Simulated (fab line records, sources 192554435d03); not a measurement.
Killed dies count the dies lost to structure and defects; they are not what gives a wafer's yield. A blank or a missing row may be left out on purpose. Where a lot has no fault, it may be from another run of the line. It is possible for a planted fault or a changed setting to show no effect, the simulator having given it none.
Which of the tools did it? | flow n5 finfet | 24 lots, 72 wafers sampled, at 5 steps of a route of 1938

WHAT THE GAUGES SHOWED, per wafer
N5_BEOL_M5_CD_MEAS_11 targets a cd of 27.74 nm.
lot  | measured     | on        | cd nm (nm)
L075 | day 7 23:02  | cd sem-01 | 27.88 28.23 27.69
L074 | day 8 06:04  | cd sem-02 | 28.14 28.32 28.07
L076 | day 8 08:47  | cd sem-03 | 27.66 27.95 27.90
L077 | day 8 16:14  | cd sem-01 | 27.65 27.92 27.72
L078 | day 8 19:47  | cd sem-03 | 28.05 27.93 27.59
L079 | day 9 07:13  | cd sem-03 | 27.84 27.48 28.11
L080 | day 9 07:40  | cd sem-03 | 27.84 28.17 27.54
L081 | day 9 23:12  | cd sem-03 | 27.96 27.92 28.03
L083 | day 10 15:14 | cd sem-02 | 28.55 27.79 28.27
L082 | day 10 03:59 | cd sem-02 | 28.20 28.19 27.90
L084 | day 10 22:25 | cd sem-01 | 28.25 28.35 28.27
L085 | day 10 23:13 | cd sem-01 | 28.06 28.14 27.87
L086 | day 10 23:53 | cd sem-02 | 27.88 28.11 27.98
L087 | day 11 04:00 | cd sem-03 | 28.19 28.25 28.08
L089 | day 11 17:31 | cd sem-02 | 28.21 28.34 27.98
L088 | day 11 21:02 | cd sem-01 | 27.79 28.12 27.77
L091 | day 12 03:19 | cd sem-03 | 27.75 28.04 28.02
L092 | day 12 08:16 | cd sem-02 | 28.37 27.96 27.99
L090 | day 12 11:29 | cd sem-01 | 27.95 28.23 28.37
L093 | day 13 06:59 | cd sem-01 | 28.27 27.98 28.17
L095 | day 13 08:32 | cd sem-01 | 27.96 28.00 27.47
L094 | day 13 09:39 | cd sem-03 | 28.44 28.00 27.66
L096 | day 13 11:22 | cd sem-02 | 27.60 28.39 28.05
L097 | day 13 12:10 | cd sem-01 | 27.61 28.20 27.91

WHAT TOOL EACH LOT RAN ON (gives the tool, then ch and the chambers of the sampled wafers, and finally the start)
lot  | N5_BEOL_M4_STRIP_97                           | N5_BEOL_M4_SURFACE_TREAT_85  | N5_BEOL_M4_ANNEAL_51             | N5_BEOL_M5_CURE_79
L075 | rie diel-02 ch 0,3, day 7 16:07 or earlier    | pvd sputter-02, day 7 16:07  | rtp anneal-02 ch 0, day 7 18:19  | uv cure-01 ch 1, day 7 20:16
L074 | rie diel-02 ch 1,2, day 7 23:52 or earlier    | pvd sputter-03, day 7 23:52  | rtp anneal-01 ch 0, day 8 02:06  | uv cure-01 ch 1, day 8 04:02
L076 | rie diel-04 ch 0,1, day 8 01:59 or earlier    | pvd sputter-02, day 8 01:59  | rtp anneal-01 ch 0, day 8 04:41  | uv cure-02 ch 1, day 8 06:39
L077 | rie diel-02 ch 1,2,3, day 8 09:00 or earlier  | pvd sputter-01, day 8 09:00  | rtp anneal-01 ch 0, day 8 11:26  | uv cure-01 ch 0, day 8 13:29
L078 | rie diel-02 ch 2,3, day 8 12:38 or earlier    | pvd sputter-03, day 8 12:38  | rtp anneal-02 ch 0, day 8 15:08  | uv cure-01 ch 2, day 8 17:04
L079 | rie diel-06 ch 0,3, day 9 00:20 or earlier    | pvd sputter-01, day 9 00:20  | rtp anneal-01 ch 0, day 9 02:31  | uv cure-01 ch 0, day 9 04:31
L080 | rie diel-04 ch 0,2,3, day 9 00:22 or earlier  | pvd sputter-02, day 9 00:22  | rtp anneal-01 ch 0, day 9 03:39  | uv cure-01 ch 1, day 9 06:02
L081 | rie diel-06 ch 0,1, day 9 17:09 or earlier    | pvd sputter-01, day 9 17:09  | rtp anneal-01 ch 0, day 9 19:37  | uv cure-01 ch 0, day 9 21:43
L083 | rie diel-04 ch 0,2,3, day 9 20:19 or earlier  | pvd sputter-03, day 9 20:19  | rtp anneal-01 ch 0, day 10 09:47 | uv cure-02 ch 2, day 10 11:49
L082 | rie diel-04 ch 0,2,3, day 9 22:43 or earlier  | pvd sputter-03, day 9 22:43  | rtp anneal-01 ch 0, day 10 00:56 | uv cure-01 ch 2, day 10 02:55
L084 | rie diel-06 ch 0,1,2, day 10 13:59 or earlier | pvd sputter-03, day 10 13:59 | rtp anneal-01 ch 0, day 10 16:31 | uv cure-01 ch 2, day 10 18:33
L085 | rie diel-06 ch 1,2,3, day 10 17:08 or earlier | pvd sputter-01, day 10 17:08 | rtp anneal-01 ch 0, day 10 19:25 | uv cure-03 ch 0, day 10 21:31
L086 | rie diel-04 ch 1,2,3, day 10 17:47 or earlier | pvd sputter-03, day 10 17:47 | rtp anneal-01 ch 0, day 10 20:04 | uv cure-03 ch 0, day 10 22:02
L087 | rie diel-06 ch 0,1, day 10 21:32 or earlier   | pvd sputter-03, day 10 21:32 | rtp anneal-01 ch 0, day 11 00:05 | uv cure-01 ch 1, day 11 02:07
L089 | rie diel-02 ch 0,2,3, day 11 11:07 or earlier | pvd sputter-03, day 11 11:07 | rtp anneal-01 ch 0, day 11 13:46 | uv cure-02 ch 0, day 11 15:47
L088 | rie diel-06 ch 0,1,2, day 11 14:48 or earlier | pvd sputter-01, day 11 14:48 | rtp anneal-02 ch 0, day 11 17:05 | uv cure-02 ch 2, day 11 19:22
L091 | rie diel-04 ch 1,2, day 11 18:01 or earlier   | pvd sputter-03, day 11 18:01 | rtp anneal-02 ch 0, day 11 21:45 | uv cure-02 ch 1, day 11 23:52
L092 | rie diel-04 ch 0,2, day 12 02:53 or earlier   | pvd sputter-02, day 12 02:53 | rtp anneal-02 ch 0, day 12 05:04 | uv cure-02 ch 0, day 12 07:01
L090 | rie diel-04 ch 1,2,3, day 12 04:49 or earlier | pvd sputter-03, day 12 04:49 | rtp anneal-02 ch 0, day 12 07:03 | uv cure-03 ch 1, day 12 09:01
L093 | rie diel-06 ch 0,1,3, day 13 01:07 or earlier | pvd sputter-01, day 13 01:07 | rtp anneal-02 ch 0, day 13 03:29 | uv cure-02 ch 1, day 13 05:32
L095 | rie diel-06 ch 0,1,2, day 13 03:23 or earlier | pvd sputter-03, day 13 03:23 | rtp anneal-02 ch 0, day 13 05:34 | uv cure-02 ch 0, day 13 07:32
L094 | rie diel-06 ch 0,1,2, day 13 04:07 or earlier | pvd sputter-02, day 13 04:07 | rtp anneal-01 ch 0, day 13 06:35 | uv cure-02 ch 2, day 13 08:34
L096 | rie diel-06 ch 0,1,3, day 13 05:01 or earlier | pvd sputter-01, day 13 05:01 | rtp anneal-02 ch 0, day 13 07:16 | uv cure-01 ch 2, day 13 09:22
L097 | rie diel-02 ch 0,1, day 13 06:36 or earlier   | pvd sputter-02, day 13 06:36 | rtp anneal-02 ch 0, day 13 08:56 | uv cure-02 ch 1, day 13 10:52
- N5_BEOL_M4_STRIP_97: strips in N2/H2, time 10 s.
- N5_BEOL_M4_SURFACE_TREAT_85
- N5_BEOL_M4_ANNEAL_51: time 90 s.
- N5_BEOL_M5_CURE_79: cures SiCOH lowk, time 240 s.

AS READ BY THE TOOLS THEMSELVES (means over the sampled wafers that have a number; for cases with no such wafer, the mark the record gives instead)
N5_BEOL_M4_STRIP_97.
lot  | tool        | drypump motor current A (A) | n2 flow sccm (sccm) | oes product au (a.u.) | rf vpp V (V) | showerhead plenum p Torr (Torr) | temp c (C) | throttle valve pct (%)
L075 | rie diel-02 | 5.3                         | 200.9               | 0.74                  | 59.9         | 2.49                            | 39.87      | 23.71
L074 | rie diel-02 | 5.5                         | 199.6               | 0.84                  | 59.6         | 2.54                            | 40.01      | 23.82
L076 | rie diel-04 | 5.8                         | 199.6               | 0.76                  | 58.6         | 2.54                            | 40.05      | 23.62
L077 | rie diel-02 | 5.8                         | 200.1               | 0.87                  | 59.1         | 2.58                            | 39.90      | 23.66
L078 | rie diel-02 | 5.3                         | 199.9               | 0.82                  | 59.8         | 2.61                            | 39.98      | 23.80
L079 | rie diel-06 | 5.5                         | 200.2               | 0.70                  | 58.8         | 2.52                            | 39.91      | 23.72
L080 | rie diel-04 | 5.6                         | 199.8               | 0.84                  | 59.3         | 2.57                            | 40.02      | 23.38
L081 | rie diel-06 | 5.6                         | 199.7               | 0.77                  | 58.7         | 2.54                            | 39.95      | 23.59
L083 | rie diel-04 | 5.7                         | 200.2               | 0.83                  | 58.4         | 2.56                            | 39.99      | 23.39
L082 | rie diel-04 | 5.7                         | 199.9               | 0.84                  | 59.3         | 2.56                            | 40.01      | 23.38
L084 | rie diel-06 | 5.7                         | 200.1               | 0.80                  | 59.1         | 2.52                            | 39.93      | 23.62
L085 | rie diel-06 | 5.5                         | 199.9               | 0.79                  | 59.4         | 2.52                            | 40.01      | 23.72
L086 | rie diel-04 | 5.4                         | 200.3               | 0.78                  | 59.2         | 2.54                            | 39.89      | 23.69
L087 | rie diel-06 | 5.6                         | 199.2               | 0.76                  | 58.5         | 2.54                            | 39.90      | 23.61
L089 | rie diel-02 | 5.3                         | 200.6               | 0.86                  | 59.8         | 2.65                            | 39.97      | 23.65
L088 | rie diel-06 | 5.7                         | 200.2               | 0.79                  | 58.1         | 2.52                            | 40.06      | 23.63
L091 | rie diel-04 | 5.3                         | 199.8               | 0.80                  | 58.6         | 2.54                            | 39.99      | 23.59
L092 | rie diel-04 | 5.9                         | 200.1               | 0.82                  | 59.7         | 2.56                            | 39.93      | 23.18
L090 | rie diel-04 | 5.4                         | 199.9               | 0.77                  | 59.7         | 2.53                            | 40.03      | 23.72
L093 | rie diel-06 | 5.4                         | 199.9               | 0.83                  | 58.3         | 2.53                            | 39.90      | 23.61
L095 | rie diel-06 | 5.7                         | 199.8               | 0.77                  | 58.8         | 2.51                            | 39.93      | 23.64
L094 | rie diel-06 | 5.7                         | 199.5               | 0.77                  | 59.2         | 2.51                            | 40.02      | 23.64
L096 | rie diel-06 | 5.4                         | 200.3               | 0.83                  | 59.4         | 2.53                            | 40.05      | 23.62
L097 | rie diel-02 | 5.6                         | 199.3               | 0.88                  | 59.1         | 2.62                            | 39.89      | 23.53

N5_BEOL_M4_SURFACE_TREAT_85.
lot  | tool           | ar flow sccm (sccm)
L075 | pvd sputter-02 | 30.12
L074 | pvd sputter-03 | 29.97
L076 | pvd sputter-02 | 29.97
L077 | pvd sputter-01 | 29.93
L078 | pvd sputter-03 | 29.92
L079 | pvd sputter-01 | 30.03
L080 | pvd sputter-02 | 30.03
L081 | pvd sputter-01 | 30.00
L083 | pvd sputter-03 | 30.09
L082 | pvd sputter-03 | 29.95
L084 | pvd sputter-03 | 30.00
L085 | pvd sputter-01 | 29.91
L086 | pvd sputter-03 | 29.96
L087 | pvd sputter-03 | 29.99
L089 | pvd sputter-03 | 29.97
L088 | pvd sputter-01 | 29.98
L091 | pvd sputter-03 | 30.04
L092 | pvd sputter-02 | 29.95
L090 | pvd sputter-03 | 29.98
L093 | pvd sputter-01 | 30.01
L095 | pvd sputter-03 | 30.02
L094 | pvd sputter-02 | 30.05
L096 | pvd sputter-01 | 30.05
L097 | pvd sputter-02 | 30.03

N5_BEOL_M4_ANNEAL_51.
lot  | tool          | wafer_temp_C_max
L075 | rtp anneal-02 | 227.1
L074 | rtp anneal-01 | 225.8
L076 | rtp anneal-01 | 225.6
L077 | rtp anneal-01 | 225.7
L078 | rtp anneal-02 | 226.7
L079 | rtp anneal-01 | 225.9
L080 | rtp anneal-01 | 225.5
L081 | rtp anneal-01 | 225.6
L083 | rtp anneal-01 | 225.7
L082 | rtp anneal-01 | 225.7
L084 | rtp anneal-01 | 225.4
L085 | rtp anneal-01 | 225.8
L086 | rtp anneal-01 | 225.5
L087 | rtp anneal-01 | 225.6
L089 | rtp anneal-01 | 225.6
L088 | rtp anneal-02 | 226.9
L091 | rtp anneal-02 | 226.8
L092 | rtp anneal-02 | 227.5
L090 | rtp anneal-02 | 226.9
L093 | rtp anneal-02 | 227.1
L095 | rtp anneal-02 | 226.8
L094 | rtp anneal-01 | 225.8
L096 | rtp anneal-02 | 227.1
L097 | rtp anneal-02 | 227.0

N5_BEOL_M5_CURE_79.
lot  | tool       | lamp power pct (%) | wafer_temp_C_max
L075 | uv cure-01 | 52.31              | 387.9
L074 | uv cure-01 | 52.25              | 387.1
L076 | uv cure-02 | 52.34              | 386.5
L077 | uv cure-01 | 52.32              | 386.4
L078 | uv cure-01 | 52.33              | 387.1
L079 | uv cure-01 | 52.33              | 386.5
L080 | uv cure-01 | 52.31              | 387.3
L081 | uv cure-01 | 52.35              | 386.6
L083 | uv cure-02 | 52.31              | 387.4
L082 | uv cure-01 | 52.31              | 386.7
L084 | uv cure-01 | 52.32              | 387.1
L085 | uv cure-03 | 52.33              | 386.2
L086 | uv cure-03 | 52.27              | 386.7
L087 | uv cure-01 | 52.24              | 387.4
L089 | uv cure-02 | 52.29              | 387.2
L088 | uv cure-02 | 52.32              | 387.3
L091 | uv cure-02 | 52.35              | 386.7
L092 | uv cure-02 | 52.33              | 387.6
L090 | uv cure-03 | 52.38              | 385.8
L093 | uv cure-02 | 52.37              | 386.4
L095 | uv cure-02 | 52.31              | 387.0
L094 | uv cure-02 | 52.29              | 387.5
L096 | uv cure-01 | 52.33              | 387.1
L097 | uv cure-02 | 52.30              | 386.3

THE ANSWER, worked out from the rows above alone
Rule: the usual values come from the lots themselves. The widest of any qualifying gaps counts: lots, ordered by their means at a reading, are off when they make up no more than a third of the lots, leave a main group of 4 or more, and stand apart from it by 3 or more times the standard deviation of that group's means. Not used: any main group whose means are identical at the precision the tables above print for the reading. A lot without any number at a reading at which 4 lots or more have one is off too. Where the step has rows for the other lots, those lots are counted as sound. First the gauges in route order, then the tools' own readings, where a lot's mean is used as printed above. The first step at which some lot is off is used, and at that step the reading that is off furthest; a lot without a number counts as furthest.
None of the lots is off at any reading shown; this tells nothing.

WHAT THE SIMULATOR HAD PUT IN
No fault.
